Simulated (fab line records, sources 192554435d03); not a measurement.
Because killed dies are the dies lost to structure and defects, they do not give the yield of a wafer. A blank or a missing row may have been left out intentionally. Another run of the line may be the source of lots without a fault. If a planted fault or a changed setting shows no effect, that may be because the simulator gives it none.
Split-lot study + flow n5 finfet + route with 1938 steps; 7 lots, 21 wafers read

== THE SPLIT ITSELF ==
At N5_BEOL_M0_SAQP_SPACER1_ALD_98 (deposits SiO2, target thk 12.8 nm, pulse time 1 s, purge time 2 s), the setting temp c was moved away from the recipe's 300 C on 8 of the 21 wafers read, by -4.4% to +4.3%. This setting was run at the recipe's value on the other wafers.

== THE PATH FROM SPLIT TO READING: the file shows 1 step between them ==
- N5_BEOL_M0_SAQP_SPACER1_ETCHBACK_99: etches SiO2 in CHF3/O2, target depth 15.4 nm, time 7.7 s

== THE READING ==
BEOL_M0_SAQP.cd nm (the simulator's own value, which no gauge read), in nm, at N5_BEOL_M0_SAQP_MANDREL1_REMOVE_100 (chemistry HBr/Cl2/O2, target a-Si, stops on SiNx, bt time 10 s). The file gives no usual value for it. Here, 13 wafers ran the recipe; their average is 12.8 nm with a standard deviation of 0.072 nm.

| wafer  | tool, chamber at the split | temp c as run, C | against the recipe | BEOL_M0_SAQP.cd nm, nm | against lot-mates on the recipe |
|--------|----------------------------|------------------|--------------------|------------------------|---------------------------------|
| L081.1 | ald sin-03, 0              | 286.8            | -4.4%              | 13.4                   | +0.6                            |
| L081.3 | ald sin-03, 3              | 300              | recipe             | 12.8                   | -                               |
| L081.6 | ald sin-03, 3              | 300              | recipe             | 12.8                   | -                               |
| L086.2 | ald sin-03, 3,0,1          | 300              | recipe             | 12.8                   | -                               |
| L086.5 | ald sin-03, 3,0,1          | 300              | recipe             | 12.8                   | -                               |
| L086.6 | ald sin-03, 3,0,1          | 300              | recipe             | 12.8                   | -                               |
| L087.3 | ald sin-01, 0,3,2          | 304              | +1.3%              | 12.8                   | no lot-mate on the recipe       |
| L087.4 | ald sin-01, 0,3,2          | 304              | +1.3%              | 12.8                   | no lot-mate on the recipe       |
| L087.5 | ald sin-01, 0,3,2          | 304              | +1.3%              | 12.8                   | no lot-mate on the recipe       |
| L093.1 | ald sin-04, 3              | 309.5            | +3.2%              | 12.4                   | -0.3                            |
| L093.3 | ald sin-04, 2,0            | 300              | recipe             | 12.8                   | -                               |
| L093.4 | ald sin-04, 2,0            | 300              | recipe             | 12.6                   | -                               |
| L094.2 | ald sin-04, 1,0,3          | 300              | recipe             | 12.8                   | -                               |
| L094.3 | ald sin-04, 1,0,3          | 300              | recipe             | 12.8                   | -                               |
| L094.4 | ald sin-04, 1,0,3          | 300              | recipe             | 12.8                   | -                               |
| L095.1 | ald sin-01, 2,3,0          | 300              | recipe             | 12.6                   | -                               |
| L095.3 | ald sin-01, 2,3,0          | 300              | recipe             | 12.8                   | -                               |
| L095.4 | ald sin-01, 2,3,0          | 300              | recipe             | 12.8                   | -                               |
| L097.1 | ald sin-01, 1,2,3          | 313              | +4.3%              | 12.4                   | no lot-mate on the recipe       |
| L097.2 | ald sin-01, 1,2,3          | 313              | +4.3%              | 12.4                   | no lot-mate on the recipe       |
| L097.4 | ald sin-01, 1,2,3          | 313              | +4.3%              | 12.4                   | no lot-mate on the recipe       |
When a row names more than one chamber, that row covers several wafers, and the file does not tell which wafer ran in which chamber.

FIT RESULTS
A straight line over all 21 wafers: BEOL_M0_SAQP.cd nm changes by -0.102 nm for each +1% of temp c; r = -0.91; the points scatter about the line by 0.094 nm.
The same after taking each lot's own level away (the mean of its wafers on the recipe; 15 wafers): -0.122 nm for each +1%; r = -0.94; scatter 0.066 nm.
That fit puts the effect of the largest move of temp c on the reading at 0.54 nm.
The span of the lots' own levels, 12.70 to 12.80 nm, comes to 1.4 times the standard deviation stated above.
In other words, the slope is changed by the lot-to-lot level; the two fits disagree.
Check: for one of the wafers moved furthest among these (-4.4%), held out of the fit, the line's prediction against its lot-mates is +0.417 nm. It came out at +0.6 nm against them.

== THESE WAFERS: OTHER SPLITS ==
Other splits were also applied to these wafers ahead of the reading. Each is held against what the fit with the lots' levels taken away leaves over:
| other split on the same wafers         | wafers away from the commonest value | r with BEOL_M0_SAQP.cd nm (lot level and that fit taken away) |
|----------------------------------------|--------------------------------------|---------------------------------------------------------------|
| N5_MOL_CONTACT_COAG_EXPOSE_05 dose mj  | 8                                    | +0.14                                                         |
| N5_BEOL_M0_SAQP_HM_DEP_02 target thk a | 5                                    | -0.18                                                         |
| N5_BEOL_M0_SAQP_COAT_82 spin rpm       | 6                                    | +0.38                                                         |

== THE FILE'S OWN FIT ==
BEOL_M0_SAQP.cd nm changes by -0.122 nm for each +1% of temp c, r = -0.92.
